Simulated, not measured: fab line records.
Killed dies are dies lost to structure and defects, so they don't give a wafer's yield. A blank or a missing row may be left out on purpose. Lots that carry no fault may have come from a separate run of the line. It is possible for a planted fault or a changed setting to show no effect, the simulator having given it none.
Problem report in the 8D (eight disciplines) form, filled by code | flow n5_finfet | the parts of the form that need people (team, actions taken, sign-off) are left out
Where a reading is given only as a bound, like >300, the bound stands for it, and a mean or a difference that rests on one is marked > or <: the true number lies beyond.

== 1. THE ISSUE ==
N5_BEOL_M0_SAQP_INSPECT_42, raw_defect_count: mean 856 over 1 wafer from 1 lot; wafers with no fault: 270, standard deviation 70. That is +8.4 standard deviations from the usual mean.
The step: inspects for defects (brightfield).
Earliest sighting: wafer L625.3 on defect_inspect-01 at day 9 04:07. The record holds 26 wafers of 9 lots with a number at this step. Rule for "out" (also "out of limits"): further than 4 standard deviations from the usual mean. The rest of the wafers with a number are treated as sound.

== 2. WHAT THIS IS AND IS NOT ==
question                    | is                | is not
which readings at this step | raw_defect_count  | -
which lots                  | L625              | L611, L612, L615, L617, L618, L632, L633, L634
which wafers of those lots  | L625.3            | L625.1, L625.2
read on which gauges        | defect_inspect-01 | defect_inspect-02
when                        | from day 9 04:07  | up to then (16 sound wafers); but 9 sound wafers of L632, L633, L634 came after

== 3. THE SUSPECTS, EACH WITH WHAT RULES IT OUT ==
Counting: if a tool at a process step up to the reading ran every lot that is out, it stays a suspect. Sound lots after the first of them don't rule it out here, since some wafers of a struck lot are sound.
- the gauge at N5_BEOL_M0_SAQP_INSPECT_42: ruled out. All the wafers that are out were read on defect_inspect-01, but those of them that N5_PASSIVATION_PROBE_49 has rows for are out there too, on other tools.
- pvd_sputter-02 at N5_BEOL_M0_SAQP_HM_DEP_02 (deposits TiN, target thk 12 nm): kept. It ran the lot that is out, L625 (day 8 23:10); its last sound lot up to then is L611 (day 5 11:31).
- rie_diel-04 at N5_BEOL_M0_SAQP_ETCH_83 (etches SiARC in CF4, target depth 39 nm, time 65 s): kept. It ran the lot that is out, L625 (day 9 00:08); its last sound lot up to then is L618 (day 7 10:38).
- rie_diel-04 at N5_BEOL_M0_SAQP_STRIP_86 (strips in N2/H2): kept. It ran the lot that is out, L625 (day 9 00:28); its last sound lot up to then is L615 (day 6 12:12).
- rie_diel-04, N5_BEOL_M0_SAQP_ETCH_83: wafers that are out in chamber 0, sound lot-mates in chambers 1, 3.
- rie_diel-04, N5_BEOL_M0_SAQP_STRIP_86: wafers that are out in chamber 1, sound lot-mates in chambers 0, 3.
Still standing after the count: pvd_sputter-02 at N5_BEOL_M0_SAQP_HM_DEP_02, rie_diel-04 at N5_BEOL_M0_SAQP_ETCH_83, rie_diel-04 at N5_BEOL_M0_SAQP_STRIP_86.

== 4. THE CAUSE (what the simulator had put in) ==
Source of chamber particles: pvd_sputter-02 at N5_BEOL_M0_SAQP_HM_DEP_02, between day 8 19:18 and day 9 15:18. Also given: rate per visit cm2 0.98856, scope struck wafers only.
This tool is one of the 3 suspects left after counting.

== 5. THE EFFECT CHAIN, in route order ==
Rows list readings where the struck wafers' mean (over those with a number) sits beyond 3 standard deviations from the usual. Only readings for which the record gives a usual standard deviation are gone through. hours: the time from each lot's start at the first step in this table that gives one to its start at this step, as a median over the lots. sigmas: the change in usual standard deviations.
hours | step                       | reading              | usual  | on struck wafers | change | sigmas
0     | N5_BEOL_M0_SAQP_INSPECT_16 | raw_defect_count     | 499    | 982              | +483   | +3.7
4     | N5_BEOL_M0_SAQP_INSPECT_42 | raw_defect_count     | 270    | 856              | +586   | +8.4
5     | N5_BEOL_M0_CUTY_INSPECT_59 | raw_defect_count     | 1.9    | >300             | >+298  | +99 or more
164   | N5_PASSIVATION_PROBE_49    | defect_limited_yield | 91.0 % | 80.9             | -10.1  | -7.2
164   | N5_PASSIVATION_PROBE_49    | killed_at_M0_to_M3   | 36     | 166              | +130   | +14
164   | N5_PASSIVATION_PROBE_49    | killed_dies          | 106    | 225              | +119   | +7.0
164   | N5_PASSIVATION_PROBE_49    | sort_bin_5_function  | 5.3 %  | 11.9             | +6.6   | +6.6
164   | N5_PASSIVATION_PROBE_49    | sort_n_pass          | 1073   | 955              | -118   | -6.2
164   | N5_PASSIVATION_PROBE_49    | sort_yield_pct       | 91.0 % | 80.9             | -10.1  | -6.3
Its process steps:
- N5_PASSIVATION_PROBE_49
Later measuring or inspecting steps at which every struck wafer that the step has a row for has a number for every such reading, and none has moved that far: N5_BEOL_M4_RC_MEAS_101.

== 6. HOW IT WOULD HAVE BEEN CAUGHT EARLIER ==
9 hours passed between the start of the fault at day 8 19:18 and the first reading out of limits at a measuring or inspecting step in this record, taken at day 9 04:07.
An alarm limit of 4 standard deviations would not have fired on the tool readings at N5_BEOL_M0_SAQP_HM_DEP_02 for which the record gives a usual standard deviation, since none of them was out on any struck wafer.
Each of the lots that are out, 1 in all, had begun N5_BEOL_M0_SAQP_HM_DEP_02 on pvd_sputter-02 no later than day 9 04:07. Tool hold at that time: it would have spared none of them.
